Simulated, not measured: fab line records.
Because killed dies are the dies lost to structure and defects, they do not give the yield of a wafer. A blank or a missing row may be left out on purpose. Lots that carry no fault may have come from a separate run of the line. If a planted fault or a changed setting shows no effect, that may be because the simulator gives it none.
fab line records	flow nand_harc
record: lots: 11	wafers: 33	last_day: 24
route steps=1159 shown P_ZERO_WELL@31 P_STI@80 P_GATE@144
lots with no fault: from the same line, run without faults
start_h: hours from the record's opening day to when the first of the lot's shown wafers began	wait_h: hours from the lot's prior step to this one	" identical to the entry in the row above	L1.1+2: a row that stands for several wafers	- value missing, or start not given	* or withheld: withheld	< > ~ a bound
route shown NAME@n: names a module that has steps shown in the file, with the first one's number in the route	usual: mean and standard deviation over wafers with no fault	same: alike in all rows	chamber/n: place in a boat	sites: the reading at each site	_std_site: the values' standard deviation	_edge_site: the outer-site mean with the inner-site mean subtracted	radius_mm: how far each site lies from the wafer's centre	mask NAME#n: copy n	behind: tool/chamber where the wafer was last shaped	hold: why the lot went on hold/how many hours it stayed there/how the hold came to an end	device: which transistor (n, p or np) failed to switch	end of line: tests of these same wafers at the route's end	a step given without rows: its recipe and nothing more	killed: not the wafer's yield, but the dies lost to structure and defects at the first sort	map: dies across one wafer; x = killed, . = not, _ = none there
set.NAME: the setting that was run; set.NAME@STEP: the one run at that earlier step	model.NAME: the simulator's own value behind a step, which no gauge read
a sample of lots followed through the steps of the route, with each step as a table and each wafer as a row
services: when a tool's chamber went out of use (start_h, in hours from the record's first day, below 0 if earlier), for how many hours, and the reason
== steps ==
step: NHARC_P_ZERO_WELL_DESCUM_26
recipe: time_s: 3	o2_flow_sccm: 200	ar_flow_sccm: 0	bias_power_w: 0	chemistry: O2
usual: drypump_motor_current_A: 5.7/0.46	oes_product_au: 1.000/0.012	rf_vpp_V: 57.9/0.88	showerhead_plenum_p_Torr: 1.94/0.06	throttle_valve_pct: 11.310/0.0096
lot.wafer	tool	chamber	start_h	wait_h	drypump_motor_current_A	oes_product_au	rf_hours_counter_h	rf_vpp_V	showerhead_plenum_p_Torr	throttle_valve_pct
L608.1	rie_diel-10	0	14.53	-	5.6	1.005	0.2	59.5	1.92	11.318
L608.6	"	0	"	"	5.6	0.987	-	58.0	1.92	11.316
L608.5	"	3	"	"	6.1	0.982	-	58.2	2.00	11.316
L609.3	rie_diel-02	2	20.81	-	6.1	1.001	1.7	56.8	2.01	11.314
L609.1	"	3	"	"	6.0	0.990	0.3	57.5	1.87	11.304
L609.6	"	2	"	"	6.1	0.986	-	58.0	2.01	11.309
L610.4	rie_diel-10	1	26.93	-	6.5	0.999	1.2	58.4	1.88	11.304
L610.5	"	0	"	"	5.6	0.992	-	57.0	1.92	11.313
L610.6	"	1	"	"	6.5	0.996	-	59.4	1.88	11.313
L613.2	rie_diel-02	3	44.73	-	6.0	0.988	2.1	57.9	1.87	11.320
L613.1	"	0	"	"	5.5	1.003	4.1	55.9	1.93	11.305
L613.6	"	3	"	"	6.0	0.976	-	58.4	1.87	11.311
L615.3	rie_diel-10	3	56.63	-	6.1	0.974	3.8	57.4	2.00	11.305
L615.2	"	2	"	"	5.7	1.003	2.0	56.1	1.82	11.313
L615.6	"	0	"	"	5.6	0.993	-	58.6	1.92	11.304
L616.1	rie_diel-12	3	63.08	-	5.7	1.001	0.4	57.3	1.97	11.299
L616.4	"	1	"	"	4.9	1.024	0.5	58.1	1.90	11.311
L616.6	"	2	"	"	5.4	0.999	-	57.8	2.03	11.319
L617.1	rie_diel-02	0	68.64	-	5.5	0.999	5.1	56.9	1.93	11.318
L617.2	"	1	"	"	6.2	0.998	4.6	58.5	1.99	11.304
L617.6	"	3	"	"	6.0	0.984	-	56.8	1.87	11.311
L626.3	rie_diel-10	2	122.77	-	5.7	1.011	8.5	57.0	1.82	11.314
L626.4	"	3	"	"	6.1	0.980	9.5	56.8	2.00	11.299
L626.6	"	1	"	"	6.5	1.012	-	57.4	1.88	11.300
L629.1	rie_diel-12	0	140.69	-	4.9	0.998	6.4	59.0	1.99	11.299
L629.3	"	1	"	"	4.9	1.020	7.0	56.7	1.90	11.317
L629.6	"	3	"	"	5.7	0.992	-	58.6	1.96	11.316
L630.1	rie_diel-12	2	146.81	-	5.4	1.007	5.2	57.8	2.03	11.315
L630.2	"	3	"	"	5.7	1.001	6.6	58.2	1.97	11.323
L630.6	"	1	"	"	4.9	1.032	-	56.6	1.90	11.309
L631.4	rie_diel-12	2	152.74	-	5.4	1.000	5.3	58.3	2.03	11.302
L631.3	"	0	"	"	4.9	0.998	6.5	58.9	1.99	11.314
L631.6	"	2	"	"	5.4	1.008	-	58.1	2.03	11.306
step: NHARC_P_STI_EXPOSE_06
recipe: na: 0.55	target_cd_nm: 200	dose_mj: 37.69	mask_id: P_STI
same: na: 0.55
lot.wafer	tool	chamber	start_h	wait_h	mask
L608.1+5+6	krf_scanner-01	0	36.61	-	P_STI#0
L609.1+3+6	krf_scanner-01	0	45.62	-	P_STI#0
L610.4+5+6	krf_scanner-02	0	45.80	-	P_STI#0
L613.1+2+6	krf_scanner-01	0	64.77	-	P_STI#0
L615.2+3+6	krf_scanner-01	0	76.66	-	P_STI#0
L617.1+2+6	krf_scanner-04	0	85.92	-	P_STI#0
L616.1+4+6	krf_scanner-02	0	86.08	-	P_STI_R1#0
L626.3+4+6	krf_scanner-02	0	146.51	-	P_STI#0
L629.1+3+6	krf_scanner-02	0	160.65	-	P_STI#0
L630.1+2+6	krf_scanner-02	0	172.68	-	P_STI#0
L631.3+4+6	krf_scanner-02	0	177.56	-	P_STI#0
step: NHARC_P_STI_CD_MEAS_09
recipe: target_cd_nm: 200	landing_energy_ev: 500
usual: cd_nm: 199/3.3
same: landing_energy_ev: 500
lot.wafer	tool	chamber	start_h	wait_h	cd_nm
L608.1	cd_sem-01	0	36.76	-	196
L608.5	"	0	"	"	195
L608.6	"	0	"	"	197
L609.1	cd_sem-02	0	45.77	-	200
L609.3	"	0	"	"	204
L609.6	"	0	"	"	201
L610.4	cd_sem-01	0	45.94	-	202
L610.5	"	0	"	"	197
L610.6	"	0	"	"	202
L613.1	cd_sem-02	0	64.92	-	201
L613.2	"	0	"	"	198
L613.6	"	0	"	"	200
L615.2	cd_sem-02	0	76.81	-	203
L615.3	"	0	"	"	201
L615.6	"	0	"	"	201
L617.1	cd_sem-03	0	86.07	-	197
L617.2	"	0	"	"	202
L617.6	"	0	"	"	199
L616.1	cd_sem-02	0	86.23	-	225
L616.4	"	0	"	"	228
L616.6	"	0	"	"	222
L626.3	cd_sem-03	0	146.66	-	199
L626.4	"	0	"	"	195
L626.6	"	0	"	"	193
L629.1	cd_sem-01	0	160.80	-	203
L629.3	"	0	"	"	201
L629.6	"	0	"	"	202
L630.1	cd_sem-03	0	172.84	-	205
L630.2	"	0	"	"	203
L630.6	"	0	"	"	201
L631.3	cd_sem-01	0	177.70	-	206
L631.4	"	0	"	"	203
L631.6	"	0	"	"	202
step: NHARC_P_STI_ETCH_15
recipe: target_depth_a: 3000	taper_deg: 4	time_s: 100.1	hbr_flow_sccm: 150	cl2_flow_sccm: 50	rf_w: 400	icp_w: 400	bias_w: 100	chemistry: HBr/Cl2
usual: drypump_motor_current_A: 5.8/0.44	oes_product_au: 0.994/0.012	throttle_valve_pct: 26.406/0.0093
lot.wafer	tool	chamber	start_h	wait_h	drypump_motor_current_A	oes_product_au	rf_hours_counter_h	throttle_valve_pct
L608.1	rie_si-06	0	37.37	-	6.5	1.004	0.1	26.388
L608.6	"	2	"	"	5.7	1.014	-	26.403
L608.5	"	3	"	"	5.7	0.975	-	26.405
L609.1	rie_si-02	0	46.34	-	6.1	0.991	0.0	26.412
L609.3	"	1	"	"	5.6	0.983	0.0	26.419
L609.6	"	2	"	"	5.4	0.988	-	26.419
L610.4	rie_si-03	0	46.47	-	5.1	0.997	0.5	26.382
L610.6	"	0	"	"	5.1	0.998	-	26.409
L610.5	"	1	"	"	6.9	0.994	-	26.404
L613.2	rie_si-06	2	65.49	-	5.7	1.005	0.3	26.414
L613.1	"	3	"	"	5.7	0.989	0.3	26.409
L613.6	"	1	"	"	5.6	0.974	-	26.393
L615.3	rie_si-06	2	77.36	-	5.7	1.003	0.3	26.412
L615.2	"	0	"	"	6.5	1.013	0.4	26.403
L615.6	"	1	"	"	5.5	0.982	-	26.407
L617.2	rie_si-02	1	86.60	-	5.7	0.992	0.2	26.396
L617.1	"	3	"	"	5.6	0.989	0.4	26.399
L617.6	"	2	"	"	5.4	0.998	-	26.401
L616.1	rie_si-03	3	86.80	-	6.0	0.992	0.9	26.394
L616.4	"	0	"	"	5.1	0.993	0.8	26.418
L616.6	"	3	"	"	6.0	0.994	-	26.408
L626.4	rie_si-02	0	147.23	-	6.0	1.007	0.7	26.401
L626.3	"	2	"	"	5.4	1.003	0.8	26.404
L626.6	"	0	"	"	6.0	1.003	-	26.396
L629.3	rie_si-02	0	161.37	-	6.1	0.998	0.9	26.422
L629.1	"	3	"	"	5.6	0.991	1.1	26.401
L629.6	"	1	"	"	5.7	0.984	-	26.408
L630.2	rie_si-06	1	173.40	-	5.5	0.970	0.9	26.407
L630.1	"	0	"	"	6.6	1.001	0.9	26.413
L630.6	"	2	"	"	5.7	1.020	-	26.402
L631.3	rie_si-03	3	178.25	-	6.0	0.999	0.1	26.424
L631.4	"	0	"	"	5.1	1.007	0.1	26.408
L631.6	"	2	"	"	5.6	1.004	-	26.410
step: NHARC_P_STI_OCD_MEAS_17
usual: trench_depth_nm: 298/4.8	trench_foot_cd_nm: 158/3.4
lot.wafer	tool	chamber	start_h	wait_h	trench_depth_nm	trench_foot_cd_nm
L608.1	ocd-01	-	37.59	0.1	304	154
L608.5	"	-	"	"	291	154
L608.6	"	-	"	"	304	155
L609.1	ocd-01	-	46.55	0.1	297	159
L609.3	"	-	"	"	291	163
L609.6	"	-	"	"	296	160
L610.4	ocd-02	-	46.72	0.1	300	160
L610.5	"	-	"	"	298	155
L610.6	"	-	"	"	303	159
L613.1	ocd-01	-	65.71	0.1	297	159
L613.2	"	-	"	"	302	155
L613.6	"	-	"	"	291	159
L615.2	ocd-02	-	77.59	0.1	304	161
L615.3	"	-	"	"	306	159
L615.6	"	-	"	"	289	161
L617.1	ocd-01	-	86.85	0.1	294	156
L617.2	"	-	"	"	297	160
L617.6	"	-	"	"	301	157
L616.1	ocd-02	-	87.07	0.1	299	184
L616.4	"	-	"	"	301	186
L616.6	"	-	"	"	297	181
L626.3	ocd-02	-	147.48	0.1	296	157
L626.4	"	-	"	"	301	154
L626.6	"	-	"	"	301	151
L629.1	ocd-02	-	161.63	0.1	295	162
L629.3	"	-	"	"	298	159
L629.6	"	-	"	"	295	161
L630.1	ocd-02	-	173.64	0.1	302	163
L630.2	"	-	"	"	288	162
L630.6	"	-	"	"	308	158
L631.3	ocd-02	-	178.49	0.1	296	165
L631.4	"	-	"	"	304	161
L631.6	"	-	"	"	302	160
step: NHARC_P_GATE_DESCUM_31
recipe: time_s: 3	o2_flow_sccm: 200	ar_flow_sccm: 0	bias_power_w: 0	chemistry: O2
usual: drypump_motor_current_A: 5.5/0.54	oes_product_au: 1.008/0.013	rf_vpp_V: 57.8/0.87	showerhead_plenum_p_Torr: 1.93/0.072	throttle_valve_pct: 11.311/0.01
lot.wafer	tool	chamber	start_h	wait_h	drypump_motor_current_A	oes_product_au	rf_hours_counter_h	rf_vpp_V	showerhead_plenum_p_Torr	throttle_valve_pct
L608.1	rie_diel-04	2	83.86	0.1	5.8	1.028	23	57.7	1.98	11.316
L608.6	"	1	"	"	5.1	0.977	-	58.3	1.92	11.305
L608.5	"	2	"	"	5.8	1.008	-	58.4	1.98	11.320
L610.4	rie_diel-04	2	101.46	0.1	5.8	1.029	24	58.4	1.98	11.303
L610.6	"	0	"	"	6.0	0.997	-	57.8	1.90	11.307
L610.5	"	1	"	"	5.0	0.989	-	56.7	1.92	11.315
L609.3	rie_diel-04	2	102.09	0.1	5.8	1.019	24	58.7	1.98	11.321
L609.1	"	0	"	"	5.9	0.997	23	57.6	1.90	11.314
L609.6	"	2	"	"	5.8	1.010	-	58.5	1.98	11.308
L613.1	rie_diel-07	1	118.16	0.1	4.9	1.010	24	57.4	1.97	11.296
L613.2	"	3	"	"	5.1	0.999	20	58.0	1.95	11.306
L613.6	"	1	"	"	4.9	0.996	-	58.1	1.97	11.317
L615.2	rie_diel-04	1	133.10	0.1	5.1	1.008	3	57.5	1.92	11.322
L615.3	"	2	"	"	5.8	1.016	4	57.8	1.98	11.315
L615.6	"	1	"	"	5.1	1.002	-	58.0	1.92	11.314
L616.1	rie_diel-07	3	138.97	0.1	5.2	1.008	27	58.0	1.95	11.318
L616.4	"	1	"	"	4.9	1.002	29	58.6	1.97	11.330
L616.6	"	3	"	"	5.1	1.006	-	59.8	1.95	11.321
L617.1	rie_diel-04	2	139.12	0.1	5.8	1.014	6	57.4	1.98	11.309
L617.2	"	0	"	"	5.9	1.019	5	58.2	1.90	11.334
L617.6	"	2	"	"	5.8	0.999	-	59.8	1.98	11.301
L626.4	rie_diel-07	2	202.72	0.1	6.6	1.028	48	57.3	1.90	11.304
L626.3	"	1	"	"	4.9	1.003	52	57.4	1.96	11.296
L626.6	"	2	"	"	6.6	1.034	-	56.3	1.89	11.310
L629.1	rie_diel-04	1	211.58	0.1	5.1	0.988	22	56.7	1.91	11.318
L629.3	"	2	"	"	5.8	1.008	21	57.3	1.98	11.323
L629.6	"	0	"	"	5.9	1.023	-	57.5	1.90	11.301
L630.1	rie_diel-07	2	227.29	0.1	6.6	1.024	55	54.6	1.89	11.315
L630.2	"	3	"	"	5.1	1.006	57	57.5	1.94	11.307
L630.6	"	1	"	"	4.9	1.000	-	59.0	1.96	11.311
L631.3	rie_diel-04	1	228.02	0.1	5.1	0.992	26	56.8	1.91	11.301
L631.4	"	2	"	"	5.8	0.996	24	58.8	1.97	11.315
L631.6	"	1	"	"	5.1	0.993	-	57.9	1.91	11.302
== services ==
tool	chamber	start_h	hours	kind
rie_diel-10	-	-0.50	9.0	pm
rie_si-06	-	6.00	9.0	pm
rie_diel-10	2	12.44	9.5	repair
rie_diel-04	-	21.90	0.8	repair
rie_diel-12	-	25.47	9.0	pm
rie_diel-10	2	28.00	3.4	repair
rie_si-02	-	34.00	9.0	pm
rie_diel-04	-	36.31	25.0	repair
krf_scanner-02	-	38.00	4.0	pm
rie_diel-10	0	50.84	4.0	repair
rie_diel-07	-	51.25	9.0	pm
krf_scanner-01	-	84.00	4.0	pm
rie_si-06	-	85.46	0.8	repair
rie_diel-12	2	102.08	16.6	repair
rie_diel-07	2	107.05	2.9	repair
rie_diel-04	-	111.91	9.0	pm
rie_si-02	1	118.35	6.0	repair
rie_diel-07	-	124.81	0.4	repair
rie_diel-10	1	128.53	30.7	repair
rie_diel-07	-	134.69	0.1	repair
rie_diel-10	2	150.35	82.1	repair
rie_diel-12	-	156.59	2.6	repair
rie_diel-04	2	178.98	4.3	repair
krf_scanner-02	-	210.00	4.0	pm
== key ==
first_sign: step: NHARC_P_STI_EXPOSE_06	reading: mask	direction: changed
effect: step: NHARC_P_STI_CD_MEAS_09	reading: cd_nm	direction: up	sigmas: 7.8	usual: 199	struck: 225
effect: step: NHARC_P_STI_OCD_MEAS_17	reading: trench_foot_cd_nm	direction: up	sigmas: 7.6	usual: 158	struck: 183
met_at NHARC_P_STI_EXPOSE_06
struck_lots L616
tester_left_out L616
not_acting_at NHARC_P_ZERO_WELL_DESCUM_26,NHARC_P_STI_ETCH_15,NHARC_P_GATE_DESCUM_31
onset_between 45.80 86.08
fault: kind: wrong_mask	tool: any	chamber: -	onset_h: 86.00	steps: NHARC_P_STI_EXPOSE_06	aux_copy: P_STI_R1#0	cd_offset_nm: 29.433	scope: struck_lots_only
tester_left_out: of these lots the tester's yield and bins aren't shown, on N5 and GAA mostly nor the transistor test; their killed dies are dies lost to structure and defects alone, not to doping, threshold or leakage, so they don't give the yield
